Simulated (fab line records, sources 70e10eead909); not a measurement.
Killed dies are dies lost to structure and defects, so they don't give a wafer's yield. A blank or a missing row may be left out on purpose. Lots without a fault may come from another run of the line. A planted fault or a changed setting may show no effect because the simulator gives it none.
Chamber matching | flow nand_harc | NHARC_A_STAIRCASE_TRIM_187 on rie_diel-02: 4 sister chambers
The step chemistry O2, time 211.2 s. 22 wafers are shown with their chamber, then 11 later ones without.

WAFERS WITH THEIR CHAMBER
wafer  | chamber | drypump_motor_current_A (A) | showerhead_plenum_p_Torr (Torr) | oes_product_au (a.u.)
L075.1 | 0       | 5.9                         | 3.40                            | 1.002
L075.2 | 3       | 5.2                         | 3.48                            | 0.999
L075.3 | 2       | 5.4                         | 3.42                            | 0.996
L077.1 | 1       | 6.0                         | 3.31                            | 0.997
L077.2 | 3       | 5.2                         | 3.48                            | 1.014
L077.3 | 2       | 5.3                         | 3.42                            | 1.004
L076.2 | 3       | 5.2                         | 3.48                            | 1.009
L076.3 | 2       | 5.3                         | 3.42                            | 1.006
L076.6 | 0       | 5.9                         | 3.40                            | 1.007
L080.1 | 1       | 6.0                         | 3.31                            | 0.991
L080.4 | 0       | 5.8                         | 3.40                            | 0.998
L080.5 | 0       | 5.8                         | 3.40                            | 0.989
L086.2 | 0       | 5.8                         | 3.39                            | 1.017
L086.3 | 2       | 5.4                         | 3.41                            | 0.994
L086.5 | 3       | 5.2                         | 3.47                            | 1.010
L083.4 | 1       | 6.0                         | 3.30                            | 0.987
L083.5 | 1       | 6.0                         | 3.30                            | 1.003
L083.6 | 2       | 5.3                         | 3.41                            | 0.990
L092.4 | 1       | 6.0                         | 3.30                            | 0.993
L092.5 | 3       | 5.2                         | 3.46                            | 1.022
L092.6 | 0       | 5.9                         | 3.39                            | 1.010
L093.1 | 2       | 5.4                         | 3.40                            | 0.997

SIGNATURES (means of the wafers above)
reading                  | chamber 0 | chamber 1 | chamber 2 | chamber 3 | scatter within a chamber
drypump_motor_current_A  | 5.850     | 6.000     | 5.350     | 5.200     | 0.0408
showerhead_plenum_p_Torr | 3.3967    | 3.3040    | 3.4133    | 3.4740    | 0.0071
oes_product_au           | 1.00383   | 0.99420   | 0.99783   | 1.01080   | 0.00779
Rule: a wafer's distance from a chamber is the root of the sum, over the readings, of the square of ((its reading less the chamber's mean) divided by the reading's scatter). The wafer belongs to the nearest chamber; if the next one is less than 2 further off, it can't be placed. The scatter: the root of (the sum of the squares of (reading less its chamber's mean) over the shown wafers, divided by (wafers less chambers)).

WAFERS WITHOUT THEIR CHAMBER
wafer  | drypump_motor_current_A (A) | showerhead_plenum_p_Torr (Torr) | oes_product_au (a.u.)
L093.2 | 5.8                         | 3.39                            | 1.016
L093.3 | 6.0                         | 3.29                            | 0.990
L094.1 | 5.2                         | 3.46                            | 1.033
L094.2 | 5.9                         | 3.39                            | 1.013
L094.3 | 6.0                         | 3.29                            | 0.991
L095.3 | 5.2                         | 3.46                            | 1.030
L095.4 | 6.0                         | 3.29                            | 0.985
L095.6 | 5.9                         | 3.38                            | 1.017
L097.1 | 5.3                         | 3.40                            | 0.990
L097.4 | 5.2                         | 3.46                            | 1.038
L097.5 | 5.4                         | 3.40                            | 0.987

WHICH CHAMBER EACH WENT THROUGH
wafer  | from the rows above | in truth
L093.2 | 0                   | 0
L093.3 | 1                   | 1
L094.1 | 3                   | 3
L094.2 | 0                   | 0
L094.3 | 1                   | 1
L095.3 | 3                   | 3
L095.4 | 1                   | 1
L095.6 | 0                   | 0
L097.1 | 2                   | 2
L097.4 | 3                   | 3
L097.5 | 2                   | 2
Placed correctly: 11 of 11. Can't be placed from these rows: 0. Placed wrongly: 0.
